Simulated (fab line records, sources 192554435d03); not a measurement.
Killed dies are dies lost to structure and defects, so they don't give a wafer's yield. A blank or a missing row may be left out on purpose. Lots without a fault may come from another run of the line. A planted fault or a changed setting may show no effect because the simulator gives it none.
fab line records | flow n5_finfet
record lots=6 wafers=18 last_day=18
route steps=1938 shown MOL_CONTACT_COAG@548 BEOL_M4@1111 PASSIVATION@1936
lots that met no fault: from a run of the same line without faults
start_h: hours from the record's first day to the start of the lot's first wafer shown | wait_h: hours since the lot's step before | " the same as in the row above | L1.1+2: a row that stands for several wafers | - no value, or no start given | * or withheld: withheld | < > ~ a bound
route shown NAME@n: a module of which the file shows steps, and the number in the route of the first | usual: mean/standard deviation of fault-free wafers | same: alike in all rows | chamber/n: place in a boat | sites: the reading at each site | _std_site: their standard deviation | _edge_site: outer sites' mean less inner sites' | radius_mm: how far each site lies from the wafer's centre | mask NAME#n: copy n | behind: the tool/chamber that last shaped the wafer | hold: why the lot was held/for how many hours/how that ended | device: the transistor (n, p or np) that didn't switch | end of line: the same wafers' tests at the end of the route | a step without rows: its recipe alone | killed: dies lost to structure and defects at the first sort, not the wafer's yield | map: a wafer's dies, x killed, . not, _ none there
set.NAME: the setting as run; set.NAME@STEP: as run at that earlier step | model.NAME: the simulator's own value behind a step, which no gauge read
lots at some steps of the route; a table a step, a row a wafer
services: from which hour (start_h, from the record's first day; less than 0 if before it) a tool's chamber was out of use, for how many hours, and why
## steps
# step N5_MOL_CONTACT_COAG_CO_FILL_22
# recipe material=Co target_thk_a=200 temp_c=200 precursor=CCTBA/H2 pressure_torr=30
# usual heater_power_w=241/16
# columns lot.wafer tool chamber start_h wait_h heater_power_w
L400.1 cvd_co-01 2 116.31 0.1 262
L400.2 " 0 " " 219
L400.3 " 0 " " 214
L405.1 cvd_co-01 2 149.37 0.1 269
L405.3 " 1 " " 234
L405.4 " 1 " " 236
L406.2 cvd_co-02 0 154.78 0.1 239
L406.4 " 0 " " 244
L406.5 " 2 " " 235
L412.3 cvd_co-02 2 192.39 0.1 236
L412.4 " 1 " " 259
L412.5 " 2 " " 232
L417.1 cvd_co-02 1 216.41 0.1 250
L417.3 " 0 " " 245
L417.4 " 1 " " 244
L419.3 cvd_co-02 1 232.45 0.1 255
L419.5 " 2 " " 230
L419.6 " 1 " " 259
# step N5_MOL_CONTACT_COAG_ANNEAL_113
# recipe temp_c=400 time_s=300 ambient=H2/N2
# usual lamp_power_pct=2.88/0.097 lamp_zone_2_pct=2.88/0.097 lamp_zone_3_pct=2.88/0.096 wafer_temp_C_max=402.1/0.55
# columns lot.wafer tool chamber start_h wait_h lamp_power_pct lamp_zone_2_pct lamp_zone_3_pct wafer_temp_C_max
L400.1 rtp_anneal-01 0 117.22 0.6 2.75 2.75 2.75 402.4
L400.2 " 0 " " 2.75 2.75 2.75 401.8
L400.3 " 0 " " 2.75 2.75 2.75 401.5
L405.1 rtp_anneal-02 0 150.05 0.4 2.95 2.96 2.95 403.1
L405.3 " 0 " " 2.95 2.95 2.95 401.8
L405.4 " 0 " " 2.95 2.95 2.95 401.3
L406.2 rtp_anneal-02 0 155.78 0.7 2.95 2.95 2.95 401.3
L406.4 " 0 " " 2.95 2.95 2.95 401.9
L406.5 " 0 " " 2.95 2.95 2.95 401.5
L412.3 rtp_anneal-01 0 193.30 0.6 2.75 2.76 2.75 402.2
L412.4 " 0 " " 2.75 2.75 2.76 402.9
L412.5 " 0 " " 2.75 2.75 2.75 402.3
L417.1 rtp_anneal-02 0 217.13 0.4 2.95 2.95 2.95 401.9
L417.3 " 0 " " 2.96 2.95 2.95 402.9
L417.4 " 0 " " 2.96 2.95 2.95 401.9
L419.3 rtp_anneal-02 0 233.36 0.6 2.95 2.95 2.95 402.0
L419.5 " 0 " " 2.95 2.95 2.95 401.7
L419.6 " 0 " " 2.95 2.95 2.95 401.9
# step N5_MOL_CONTACT_COAG_PRE_CLEAN_142
# recipe gas=H2/He time_s=60 temp_c=300
# step N5_MOL_CONTACT_COAG_SPUTTER_130
# recipe material=Co target_thk_a=475 temp_c=25 chamber_pressure_pa=0.5 power_w=3000
# usual throttle_valve_pct=30.3/0.43
# columns lot.wafer tool chamber start_h wait_h throttle_valve_pct
L400.1 pvd_sputter-01 - 118.82 0.0 30.8
L400.2 " - " " 30.2
L400.3 " - " " 29.9
L405.1 pvd_sputter-03 - 152.73 0.0 30.2
L405.3 " - " " 30.6
L405.4 " - " " 30.1
L406.2 pvd_sputter-03 - 157.53 0.0 30.1
L406.4 " - " " 30.3
L406.5 " - " " 30.4
L412.3 pvd_sputter-02 - 195.52 0.0 31.1
L412.4 " - " " 30.4
L412.5 " - " " 30.1
L417.1 pvd_sputter-03 - 221.09 0.0 30.0
L417.3 " - " " 30.0
L417.4 " - " " 30.3
L419.3 pvd_sputter-03 - 234.42 0.0 30.6
L419.5 " - " " 30.5
L419.6 " - " " 30.2
# step N5_MOL_CONTACT_COAG_PRECLEAN_125
# recipe chemistry=DIW time_s=57.5 temp_c=23
# step N5_MOL_CONTACT_COAG_SRD_126
# recipe dry_time_s=32 dry=n2_spin spin_rpm=1500
# step N5_MOL_CONTACT_COAG_CMP_23
# recipe stop_on=SiO2 t_overpolish_s=1.5 post_cmp_clean=cu_alkaline down_force_psi=2 platen_rpm=50.289 pad_velocity_m_s=1.0006 target_thk_nm=0
# usual motor_current_A=7.9/1 overpolish_run_s=1.500/0.0092 platen_rpm=50.29/0.037 retaining_ring_pressure_frac=1.000/0.0048 slurry_flow_ml_min=150.1/0.48 time_to_endpoint_s=9.5/1.9
# columns lot.wafer tool chamber start_h wait_h motor_current_A overpolish_run_s platen_rpm retaining_ring_pressure_frac slurry_flow_ml_min time_to_endpoint_s
L400.1 cmp-02 2 119.04 0.1 7.0 1.480 50.22 0.998 150.5 9.5
L400.3 " 3 " " 8.0 1.505 50.26 1.002 150.2 10.3
L400.2 " 0 " " 6.7 1.495 50.30 1.002 150.2 13.2
L405.4 cmp-02 2 152.91 0.0 7.3 1.502 50.32 1.009 150.5 7.0
L405.1 " 3 " " 7.7 1.489 50.30 1.010 150.1 9.3
L405.3 " 1 " " 7.4 1.499 50.28 0.992 150.2 9.3
L406.2 cmp-01 3 157.75 0.1 7.0 1.486 50.29 0.999 149.7 13.1
L406.4 " 0 " " 8.1 1.496 50.18 0.989 149.6 11.8
L406.5 " 3 " " 7.2 1.509 50.25 1.001 150.0 12.6
L412.4 cmp-02 1 195.70 0.0 7.3 1.513 50.27 1.001 150.1 6.9
L412.3 " 2 " " 7.4 1.497 50.29 0.997 149.6 7.2
L412.5 " 2 " " 7.2 1.495 50.33 0.995 150.3 6.9
L417.1 cmp-01 3 221.27 0.0 7.0 1.499 50.30 0.999 150.1 8.0
L417.3 " 0 " " 8.4 1.508 50.23 1.007 149.8 7.5
L417.4 " 2 " " 7.5 1.502 50.24 1.000 149.7 9.3
L419.3 cmp-03 3 234.64 0.1 10.4 1.478 50.31 1.002 150.6 11.2
L419.5 " 2 " " 9.6 1.489 50.33 1.003 149.0 13.9
L419.6 " 3 " " 10.2 1.499 50.27 0.999 150.4 9.6
# step N5_MOL_CONTACT_COAG_WET_ETCH_26
# recipe target=Co target_depth_nm=13
# step N5_MOL_CONTACT_COAG_WET_ETCH_116
# recipe chemistry=SC1-inhibited target_depth_nm=4.6 dry=ipa_marangoni rinse_time_s=30 rinse_temp_c=23
# step N5_MOL_CONTACT_COAG_ALD_27
# recipe material=SiOC target_thk_a=170 temp_c=400 ald_precursor_family=carbosiloxane ald_co_reactant=H2-plasma pulse_time_s=1.5 time_s=2720 purge_time_s=2 co_reactant_purge_time_s=2 ald_cycles=340 pressure_torr=2
# usual heater_power_w=825/68 precursor_pulse_height_rel=1.000/0.018
# columns lot.wafer tool chamber start_h wait_h heater_power_w precursor_pulse_height_rel
L400.1 ald_sin-03 0 120.01 0.2 876 0.989
L400.2 " 1 " " 831 0.979
L400.3 " 3 " " 862 1.001
L405.1 ald_sin-02 2 153.73 0.0 692 0.981
L405.3 " 0 " " 778 0.987
L405.4 " 1 " " 786 1.013
L406.2 ald_sin-01 1 158.57 0.0 790 1.018
L406.4 " 2 " " 963 1.020
L406.5 " 0 " " 820 1.018
L412.3 ald_sin-01 2 196.53 0.0 970 0.995
L412.4 " 2 " " 962 1.024
L412.5 " 0 " " 830 0.970
L417.1 ald_sin-03 1 222.16 0.1 823 0.996
L417.3 " 0 " " 916 0.973
L417.4 " 3 " " 881 0.996
L419.3 ald_sin-02 1 235.42 0.0 815 1.014
L419.5 " 2 " " 672 0.965
L419.6 " 1 " " 775 1.004
# step N5_MOL_CONTACT_COAG_CMP_28
# recipe stop_on=SiNx t_overpolish_s=0.85 post_cmp_clean=alkaline_brush down_force_psi=4.15 platen_rpm=51.8 pad_velocity_m_s=1.0307 target_thk_nm=14.522
# usual motor_current_A=12.3/1.7 platen_rpm=51.80/0.036 retaining_ring_pressure_frac=1.000/0.0054 slurry_flow_ml_min=150.0/0.47 time_to_endpoint_s=4.6/1.9
# columns lot.wafer tool chamber start_h wait_h motor_current_A platen_rpm retaining_ring_pressure_frac slurry_flow_ml_min time_to_endpoint_s
L400.2 cmp-03 2 121.61 0.8 14.6 51.77 1.003 150.9 4.6
L400.1 " 3 " " 16.6 51.83 1.001 149.7 3.8
L400.3 " 0 " " 13.1 51.79 0.999 150.4 5.0
L405.1 cmp-03 3 155.30 0.8 16.4 53.95 1.001 149.8 9.4
L405.3 " 0 " " 13.2 53.87 1.011 150.2 5.2
L405.4 " 1 " " 10.9 53.82 0.995 149.5 7.5
L406.2 cmp-03 3 160.17 0.8 15.6 53.85 0.997 149.1 6.1
L406.4 " 0 " " 13.3 53.87 0.995 150.3 7.0
L406.5 " 3 " " 14.9 53.85 0.997 149.6 4.5
L412.4 cmp-01 0 198.14 0.1 12.6 51.78 1.007 149.7 7.9
L412.3 " 2 " " 11.1 51.84 0.995 149.7 6.1
L412.5 " 0 " " 12.7 51.74 1.000 150.0 4.1
L417.1 cmp-01 0 223.73 0.8 12.7 51.81 1.005 149.6 5.8
L417.4 " 2 " " 11.0 51.83 1.008 149.5 5.0
L417.3 " 3 " " 10.6 51.78 0.998 149.5 5.0
L419.3 cmp-03 1 237.06 0.9 10.9 51.77 0.989 149.6 6.3
L419.6 " 3 " " 15.3 51.84 1.004 149.6 6.4
L419.5 " 0 " " 13.2 51.82 0.997 150.0 7.0
# step N5_MOL_CONTACT_COAG_THK_MEAS_29
# recipe reads=SiNx_of_GATE_CUT_PECVD_57+SiNx_of_GATE_CUT_SAC_CAP_01
# usual MD_CAP_THK=17.90/0.084
# columns lot.wafer tool chamber start_h wait_h MD_CAP_THK[nm]
L400.1 film_metro-01 - 121.87 - 17.82
L400.2 " - " " 18.02
L400.3 " - " " 17.90
L405.1 film_metro-01 - 155.59 - 17.87
L405.3 " - " " 17.86
L405.4 " - " " 17.85
L406.2 film_metro-02 - 160.44 - 17.96
L406.4 " - " " 17.89
L406.5 " - " " 17.90
L412.3 film_metro-02 - 198.40 - 17.95
L412.4 " - " " 18.01
L412.5 " - " " 17.95
L417.1 film_metro-01 - 224.03 - 17.96
L417.3 " - " " 18.05
L417.4 " - " " 18.00
L419.3 film_metro-01 - 237.28 - 17.72
L419.5 " - " " 17.78
L419.6 " - " " 17.90
# step N5_BEOL_M4_RC_MEAS_101
# usual DIBL_N=36.5/1.4 DIBL_P=36.5/1.6 IOFF_N=0.163/0.022 IOFF_P=0.219/0.029 ION_N=675/8.3 ION_P=464/6.2 SS_N=71.5/0.52 SS_P=73.4/0.57 VT_N=249.7/2.6 VT_P=-250/3
# columns lot.wafer tool chamber start_h wait_h DIBL_N[mV/V] DIBL_P[mV/V] IOFF_N[nA/um] IOFF_P[nA/um] ION_N[uA/um] ION_P[uA/um] SS_N[mV/dec] SS_P[mV/dec] VT_N[mV] VT_P[mV]
L400.1 prober-02 0 211.17 0.0 38.2 38.6 0.206 0.228 694 472 72.3 73.5 246.4 -249
L400.2 " 0 " " 37.8 38.0 0.199 0.217 683 460 72.3 73.4 246.4 -251
L400.3 " 0 " " 36.4 36.6 0.180 0.203 690 464 72.2 72.8 246.1 -251
L406.2 prober-02 0 237.93 0.2 36.8 37.2 0.157 0.218 668 462 71.3 73.0 250.6 -249
L406.4 " 0 " " 37.5 37.8 0.161 0.217 678 458 72.0 73.4 250.7 -250
L406.5 " 0 " " 36.2 37.3 0.150 0.210 670 462 71.8 73.3 249.1 -252
L405.1 prober-02 0 240.24 0.0 37.4 36.2 0.161 0.217 681 464 71.1 73.3 251.2 -251
L405.3 " 0 " " 37.1 36.2 0.158 0.214 666 456 71.7 74.0 250.3 -251
L405.4 " 0 " " 38.1 37.6 0.178 0.255 678 470 71.6 73.9 249.1 -248
L412.3 prober-02 0 262.51 0.3 34.0 33.1 0.118 0.169 672 453 70.2 72.9 254.2 -253
L412.4 " 0 " " 36.5 36.7 0.155 0.213 663 457 71.2 73.5 251.6 -249
L412.5 " 0 " " 36.1 36.0 0.153 0.202 675 460 71.3 73.2 248.6 -248
L417.1 prober-01 0 298.21 0.0 36.8 37.1 0.175 0.198 666 450 71.4 73.8 251.3 -254
L417.3 " 0 " " 35.0 35.4 0.141 0.176 665 456 70.8 73.8 251.7 -255
L417.4 " 0 " " 34.0 34.5 0.126 0.160 660 454 71.0 73.5 253.9 -253
L419.3 prober-02 0 317.03 0.3 36.0 35.2 0.146 0.213 671 470 72.1 73.3 251.6 -248
L419.5 " 0 " " 36.0 35.6 0.148 0.219 673 463 71.5 73.5 250.7 -249
L419.6 " 0 " " 34.4 32.7 0.123 0.188 675 471 70.1 73.1 250.2 -250
# step N5_PASSIVATION_PROBE_49
# usual defect_limited_yield=91.2/1.6 killed_at_M0_to_M3=33/11 killed_at_M4_up=15/6.2 killed_at_contacts=15/7.1 killed_at_front_end=38/12 killed_at_other=4/3.5 killed_dies=104/19 killed_on_rim=14/4 killed_open=69/14 killed_short=34/8.5 sort_bin_5_function=5.2/0.99 sort_bin_6_memory=3.3/0.77 sort_n_pass=1076/19 sort_yield_pct=91.2/1.6
# same gross_dies=1180 killed_at_back_side=0 sort_bin_4_leakage[%]=0 sort_bin_8_speed[%]=0
# columns lot.wafer tool chamber start_h wait_h defect_limited_yield[%] killed_at_M0_to_M3 killed_at_M4_up killed_at_contacts killed_at_front_end killed_at_other killed_dies killed_on_rim killed_open killed_short sort_bin_5_function[%] sort_bin_6_memory[%] sort_n_pass sort_yield_pct[%]
L400.1 prober-01 - 311.10 0.0 90.4 35 10 19 48 1 113 19 78 34 5.8 3.5 1067 90.4
L400.2 prober-01 - 311.15 0.1 90.3 33 15 11 56 0 115 11 75 40 6.1 3.3 1065 90.3
L400.3 prober-01 - 311.20 0.1 92.3 26 5 20 39 1 91 14 62 29 5.0 2.4 1089 92.3
L406.2 prober-02 - 343.06 0.1 90.6 50 13 7 41 0 111 11 86 24 5.7 3.4 1069 90.6
L406.4 prober-02 - 343.16 0.2 92.0 26 23 11 34 0 94 10 62 31 4.9 2.7 1086 92.0
L406.5 prober-02 - 343.21 0.2 91.8 33 8 14 37 5 97 11 69 27 5.2 2.9 1083 91.8
L412.3 prober-02 - 370.39 0.8 90.0 48 21 8 41 0 118 18 74 43 5.6 4.0 1062 90.0
L412.4 prober-02 - 370.44 0.9 92.6 26 17 10 34 0 87 13 58 28 4.2 2.8 1093 92.6
L412.5 prober-02 - 370.49 0.9 93.2 17 13 12 37 1 80 19 60 18 4.7 2.0 1100 93.2
# killed by level:class
L400.1 STI_FIN_REVEAL:geometric_particle:open=14 MOL_CONTACT_COAG:geometric_particle:open=12 BEOL_M0_SAQP:geometric_particle:open=11 BEOL_M4:geometric_particle:open=8 BEOL_M0_SAQP:geometric_particle:short=8 MOL_CONTACT_COAG:geometric_particle:short=7 FIN_SAQP:geometric_particle:open=6 BEOL_M1:geometric_particle:open=5
L400.2 STI_FIN_REVEAL:geometric_particle:open=18 FIN_SAQP:geometric_particle:short=9 MOL_CONTACT_COAG:geometric_particle:open=9 BEOL_M0_SAQP:geometric_particle:short=8 BEOL_M3:geometric_particle:open=8 FIN_SAQP:geometric_particle:open=6 BEOL_M5:geometric_particle:open=6 BEOL_M0_SAQP:geometric_particle:open=5
L400.3 MOL_CONTACT_COAG:geometric_particle:open=17 FIN_SAQP:geometric_particle:open=9 BEOL_M3:geometric_particle:open=8 STI_FIN_REVEAL:geometric_particle:open=7 STARTING-WAFER:geometric_particle:open=5 STI_FIN_REVEAL:geometric_particle:short=5 BEOL_M0_SAQP:geometric_particle:short=5 BEOL_M0_SAQP:geometric_particle:open=5
L406.2 BEOL_M3:geometric_particle:open=14 BEOL_M1:geometric_particle:open=12 GATE_CUT:geometric_particle:open=10 STI_FIN_REVEAL:geometric_particle:open=7 GATE_CUT:geometric_particle:short=7 BEOL_M0_SAQP:geometric_particle:open=7 BEOL_M0:geometric_particle:open=7 BEOL_M4:geometric_particle:open=7
L406.4 MOL_CONTACT_COAG:geometric_particle:open=8 BEOL_M2:geometric_particle:open=8 BEOL_M4:geometric_particle:open=7 DUMMY_GATE:geometric_particle:open=6 GATE_CUT:geometric_particle:short=6 BEOL_M1:geometric_particle:open=5 BEOL_M3:geometric_particle:open=5 FIN_CUT:geometric_particle:short=4
L406.5 MOL_CONTACT_COAG:geometric_particle:open=13 STI_FIN_REVEAL:geometric_particle:open=8 GATE_CUT:geometric_particle:open=6 STI_FIN_REVEAL:geometric_particle:short=5 BEOL_M1:geometric_particle:open=5 BEOL_M2:geometric_particle:open=5 STARTING-WAFER:geometric_particle:open=5 GATE_CUT:geometric_particle:short=4
L412.3 BEOL_M4:geometric_particle:open=12 BEOL_M2:geometric_particle:short=10 BEOL_M0:geometric_particle:open=9 BEOL_M0_SAQP:geometric_particle:short=9 DUMMY_GATE:geometric_particle:open=8 BEOL_M2:geometric_particle:open=8 MOL_CONTACT_COAG:geometric_particle:open=7 BEOL_M0_SAQP:geometric_particle:open=7
L412.4 FIN_SAQP:geometric_particle:open=12 BEOL_M4:geometric_particle:open=10 MOL_CONTACT_COAG:geometric_particle:open=8 BEOL_M2:geometric_particle:open=7 BEOL_M2:geometric_particle:short=7 STI_FIN_REVEAL:geometric_particle:open=5 FIN_SAQP:geometric_particle:short=4 BEOL_M0_SAQP:geometric_particle:short=4
L412.5 MOL_CONTACT_COAG:geometric_particle:open=12 FIN_SAQP:geometric_particle:open=10 DUMMY_GATE:geometric_particle:open=8 BEOL_M1:geometric_particle:open=6 BEOL_M4:geometric_particle:open=5 GATE_CUT:geometric_particle:short=4 FIN_SAQP:geometric_particle:short=3 BEOL_M0_SAQP:geometric_particle:open=3
## services
# columns tool chamber start_h hours kind
cvd_co-02 - 97.27 2.8 pm
ald_sin-02 0 99.65 - clean
ald_sin-02 1 99.65 - clean
ald_sin-02 2 99.65 - clean
ald_sin-02 3 99.65 - clean
cmp-03 - 105.77 0.9 repair
rtp_anneal-01 - 106.47 4.9 repair
ald_sin-02 - 108.99 2.8 pm
cvd_co-01 1 114.67 - clean
cmp-03 - 118.45 1.5 repair
cmp-02 - 121.46 6.8 pm
rtp_anneal-02 - 129.34 3.2 pm
cvd_co-01 0 141.91 7.2 repair
pvd_sputter-01 - 141.96 1.9 repair
cmp-03 - 145.48 0.9 repair
rtp_anneal-01 - 155.38 7.1 pm
ald_sin-01 3 157.56 52.7 repair
rtp_anneal-01 - 165.69 1.1 repair
cmp-01 - 174.98 4.3 repair
cmp-02 - 183.81 2.2 repair
cmp-01 - 191.12 1.8 repair
cmp-01 - 227.10 0.9 repair
ald_sin-02 3 228.19 19.0 repair
cvd_co-02 - 231.43 0.3 repair
## key
first_sign step=N5_MOL_CONTACT_COAG_CMP_28 reading=platen_rpm direction=up sigmas=58 usual=51.80 struck=53.87
effect none on later readings
met_at N5_MOL_CONTACT_COAG_CMP_28
struck_wafers L405.1,L405.3,L405.4,L406.2,L406.4,L406.5
onset_between 121.61 155.30
fault kind=process_parameter_drift tool=cmp-03 chamber=- onset_h=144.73 steps=N5_MOL_CONTACT_COAG_CMP_28 channel=platen_rpm offset=2.072 shape=step end_h=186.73 acts_in=these_recipes_only stated=51.8
